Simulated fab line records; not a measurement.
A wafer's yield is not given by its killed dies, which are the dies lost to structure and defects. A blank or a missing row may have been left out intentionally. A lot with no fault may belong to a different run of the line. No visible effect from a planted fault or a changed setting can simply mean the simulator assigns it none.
Split-lot trial ; flow n5Finfet ; 21 wafers read from 7 lots, route of 1938 steps

== SPLIT DETAILS ==
At N5_BEOL_M5_COAT_74 (time 60 s, resist thk 5 nm), the setting spinRpm was moved away from the recipe's 1500 rpm on 8 of the 21 wafers read, by -10.7% to +10.5%. All remaining wafers had this setting at the recipe value.

== FROM THE SPLIT TO THE READING: what the file shows between them, 3 steps ==
- N5_BEOL_M5_COAT_22: resist thk 30 nm
- N5_BEOL_M5_EBR_24
- N5_BEOL_M5_DESCUM_33: chemistry O2, time 7 s

== THE READING ==
etch.depthNm (the simulator's own value, which no gauge read), in nm, at N5_BEOL_M5_ETCH_75 (etches underlayer in N2/H2, target depth 6.5 nm, time 5.2 s). The file gives no usual value for it. Average 5.003 nm, standard deviation 0.011 nm, over the 13 wafers here run with the recipe.

wafer;tool, chamber at the split;spinRpm as run, rpm;against the recipe;etch.depthNm, nm;against lot-mates on the recipe
L080.1;lithoTrack-05, 0;1558;+3.9%;4.905;no lot-mate on the recipe
L080.4;lithoTrack-05, 0;1558;+3.9%;4.91;no lot-mate on the recipe
L080.5;lithoTrack-05, 0;1558;+3.9%;4.9;no lot-mate on the recipe
L083.3;lithoTrack-04, 0;1500;recipe;4.996;-
L083.4;lithoTrack-04, 0;1657;+10.5%;4.758;-0.238
L083.6;lithoTrack-04, 0;1657;+10.5%;4.741;-0.255
L087.2;lithoTrack-05, 0;1500;recipe;4.999;-
L087.3;lithoTrack-05, 0;1500;recipe;4.978;-
L087.5;lithoTrack-05, 0;1500;recipe;5.005;-
L091.2;lithoTrack-05, 0;1500;recipe;5.004;-
L091.5;lithoTrack-05, 0;1500;recipe;5.016;-
L091.6;lithoTrack-05, 0;1500;recipe;5.017;-
L095.3;lithoTrack-02, 0;1500;recipe;5.013;-
L095.4;lithoTrack-02, 0;1500;recipe;5.003;-
L095.5;lithoTrack-02, 0;1500;recipe;4.994;-
L096.1;lithoTrack-05, 0;1547;+3.1%;4.917;-0.101
L096.3;lithoTrack-05, 0;1500;recipe;5.018;-
L096.6;lithoTrack-05, 0;1547;+3.1%;4.921;-0.097
L097.4;lithoTrack-04, 0;1500;recipe;4.99;-
L097.5;lithoTrack-04, 0;1500;recipe;5.008;-
L097.6;lithoTrack-04, 0;1339;-10.7%;5.295;+0.296

FIT RESULTS
A straight line over all 21 wafers: etch.depthNm changes by -0.0255 nm for each +1% of spinRpm; r = -0.99; the points scatter about the line by 0.011 nm.
The same after taking each lot's own level away (the mean of its wafers on the recipe; 18 wafers): -0.0254 nm for each +1%; r = -0.99; scatter 0.014 nm.
The reading moves by 0.27 nm for the largest change in spinRpm, on that fit.
The lots' own levels span 4.9940 to 5.0180 nm, that is 2.1 times the standard deviation above.
The two slopes agree, so the slope changes little with the lot-to-lot level.
Check: for one of the wafers moved furthest among these (-10.7%), held out of the fit, the line's prediction against its lot-mates is +0.255 nm. Against them it came out at +0.296 nm.

== FURTHER SPLITS ON THESE WAFERS ==
These wafers also went through other splits before the reading. Each is held against what the fit with the lots' levels taken away leaves over:
other split on the same wafers;wafers away from the commonest value;r with etch.depthNm (lot level and that fit taken away)
N5_BEOL_M3_TRENCH_ETCH_37 sourceW;8;-0.53
N5_BEOL_M4_DESCUM_33 timeS;4;-0.02
N5_BEOL_M4_TRENCH_ETCH_37 timeS;5;+0.72
N5_BEOL_M5_ETCH_72 biasW;5;+0.00

== THE WHOLE CHAIN: every reading that the file lists as answering this split, in the file's order ==
step;what it does;reading;change (the file's fit);r (the file's)
N5_BEOL_M5_ETCH_75;etches underlayer in N2/H2, target depth 6.5 nm, time 5.2 s;etchRfOnTimeS;withheld for each +1% of the setting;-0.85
N5_BEOL_M5_ETCH_75;etches underlayer in N2/H2, target depth 6.5 nm, time 5.2 s;etch.depthNm (the simulator's own value, which no gauge read);-0.0259 nm for each +1% of the setting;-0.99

== FILE'S OWN FIT ==
etch.depthNm changes by -0.0259 nm for each +1% of spinRpm, r = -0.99.
